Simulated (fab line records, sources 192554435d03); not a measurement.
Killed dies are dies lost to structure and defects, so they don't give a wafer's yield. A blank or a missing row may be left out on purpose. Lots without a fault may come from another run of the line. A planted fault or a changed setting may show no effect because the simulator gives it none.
Split-lot experiment | flow n5_finfet | 7 lots, 39 wafers read, on a route of 1938 steps

THE SPLIT
At N5_BEOL_M3_ILD_DEP_00 (deposits SiOC from DEMS/O2, target thk 79 nm, time 15.3 s), the setting time_s was moved away from the recipe's 15.3 s on 9 of the 39 wafers read, by -57.0% to +26.3%. The other wafers ran this setting at the recipe's value.

The file shows no step between the split and the reading.

THE READING
M3_ILD_THK, in nm, at N5_BEOL_M3_THK_MEAS_01. Fault-free wafers of this fab line usually give 79.3 nm, standard deviation 0.98 nm.

wafer  | tool, chamber at the split | time_s as run, s | against the recipe | M3_ILD_THK, nm | against lot-mates on the recipe
L075.1 | pecvd-01, 2                | 15.3             | recipe             | 78.0           | -
L075.2 | pecvd-01, 0                | 15.3             | recipe             | 77.7           | -
L075.3 | pecvd-01, 1                | 15.3             | recipe             | 78.8           | -
L075.4 | pecvd-01, 1,2              | 15.3             | recipe             | 79.8           | -
L075.5 | pecvd-01, 0                | 15.3             | recipe             | 79.0           | -
L075.6 | pecvd-01, 1,2              | 15.3             | recipe             | 79.7           | -
L082.1 | pecvd-01, 0                | 15.3             | recipe             | 78.6           | -
L082.2 | pecvd-01, 1                | 15.3             | recipe             | 78.9           | -
L082.3 | pecvd-01, 2                | 19.33            | +26.3%             | 99.5           | +20.0
L082.4 | pecvd-01, 0                | 15.3             | recipe             | 80.9           | -
L082.5 | pecvd-01, 1,2              | 19.33            | +26.3%             | 100.6          | +21.1
L082.6 | pecvd-01, 1,2              | 19.33            | +26.3%             | 100.5          | +21.0
L084.1 | pecvd-04, 1                | 15.3             | recipe             | 78.9           | -
L084.2 | pecvd-04, 0                | 15.3             | recipe             | 76.9           | -
L084.3 | pecvd-04, 1                | 15.3             | recipe             | 79.8           | -
L084.4 | pecvd-04, 0                | 15.3             | recipe             | 78.5           | -
L084.5 | pecvd-04, 1                | 15.3             | recipe             | 79.2           | -
L084.6 | pecvd-04, 0                | 15.3             | recipe             | 79.5           | -
L087.1 | pecvd-04, 1                | 6.965            | -54.5%             | 36.8           | -42.1
L087.2 | pecvd-04, 2                | 15.3             | recipe             | 78.2           | -
L087.3 | pecvd-04, 0                | 6.965            | -54.5%             | 35.6           | -43.3
L087.4 | pecvd-04, 0                | 6.965            | -54.5%             | 34.4           | -44.5
L087.5 | pecvd-04, 2                | 15.3             | recipe             | 78.0           | -
L087.6 | pecvd-04, 1                | 15.3             | recipe             | 80.4           | -
L091.1 | pecvd-01, 0                | 6.574            | -57.0%             | 35.3           | -44.8
L091.2 | pecvd-01, 1                | 15.3             | recipe             | 78.7           | -
L091.3 | pecvd-01, 2                | 6.574            | -57.0%             | 33.8           | -46.3
L091.4 | pecvd-01, 1                | 6.574            | -57.0%             | 35.0           | -45.1
L091.5 | pecvd-01, 2                | 15.3             | recipe             | 80.3           | -
L091.6 | pecvd-01, 0                | 15.3             | recipe             | 81.2           | -
L094.3 | pecvd-04, 1                | 15.3             | recipe             | 79.1           | -
L094.4 | pecvd-04, 2,0              | 15.3             | recipe             | 79.3           | -
L094.5 | pecvd-04, 2,0              | 15.3             | recipe             | 79.4           | -
L096.1 | pecvd-01, 2                | 15.3             | recipe             | 77.4           | -
L096.2 | pecvd-01, 1                | 15.3             | recipe             | 79.0           | -
L096.3 | pecvd-01, 0                | 15.3             | recipe             | 78.4           | -
L096.4 | pecvd-01, 2                | 15.3             | recipe             | 79.0           | -
L096.5 | pecvd-01, 1                | 15.3             | recipe             | 80.4           | -
L096.6 | pecvd-01, 0                | 15.3             | recipe             | 80.1           | -
Where a row lists several chambers, the file gives one row for several wafers and doesn't say which wafer went through which chamber.

THE FIT
A straight line over all 39 wafers: M3_ILD_THK changes by +0.79 nm for each +1% of time_s; r = +1.00; the points scatter about the line by 0.99 nm.
The same after taking each lot's own level away (the mean of its wafers on the recipe; 39 wafers): +0.794 nm for each +1%; r = +1.00; scatter 0.9 nm.
On that fit, the largest move of time_s shifts the reading by 45 nm.
The lots' own levels span 78.80 to 80.07 nm, that is 1.3 times the standard deviation above.
So the lot-to-lot level changes the slope little: the two slopes agree.
Check: with one of the wafers moved furthest among these (-57.0%) left out of the fit, the line predicts -45.4 nm for it against its lot-mates. It came out at -44.8 nm against them.

OTHER SPLITS ON THESE WAFERS
These wafers also went through other splits before the reading. Each is held against what the fit with the lots' levels taken away leaves over:
other split on the same wafers         | wafers away from the commonest value | r with M3_ILD_THK (lot level and that fit taken away)
N5_FIN_SAQP_HM_DEP_03 time_s           | 12                                   | +0.15
N5_DUMMY_GATE_ALD_02 target_thk_a      | 15                                   | +0.06
N5_HKMG_FIN_ETCH_67 target_depth_a     | 18                                   | +0.11
N5_BEOL_M0_SAQP_HM_DEP_02 target_thk_a | 15                                   | +0.18

THE WHOLE CHAIN: every reading that the file lists as answering this split, in the file's order
step                   | what it does                                              | reading                                                                            | change (the file's fit)               | r (the file's)
N5_BEOL_M3_ILD_DEP_00  | deposits SiOC from DEMS/O2, target thk 79 nm, time 15.3 s | SiOC_of_BEOL_M3_ILD_DEP_00.thk_nm (the simulator's own value, which no gauge read) | +0.795 nm for each +1% of the setting | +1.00
N5_BEOL_M3_THK_MEAS_01 |                                                           | M3_ILD_THK                                                                         | +0.794 for each +1% of the setting    | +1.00

THE FILE'S OWN FIT
M3_ILD_THK changes by +0.794 nm for each +1% of time_s, r = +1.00.
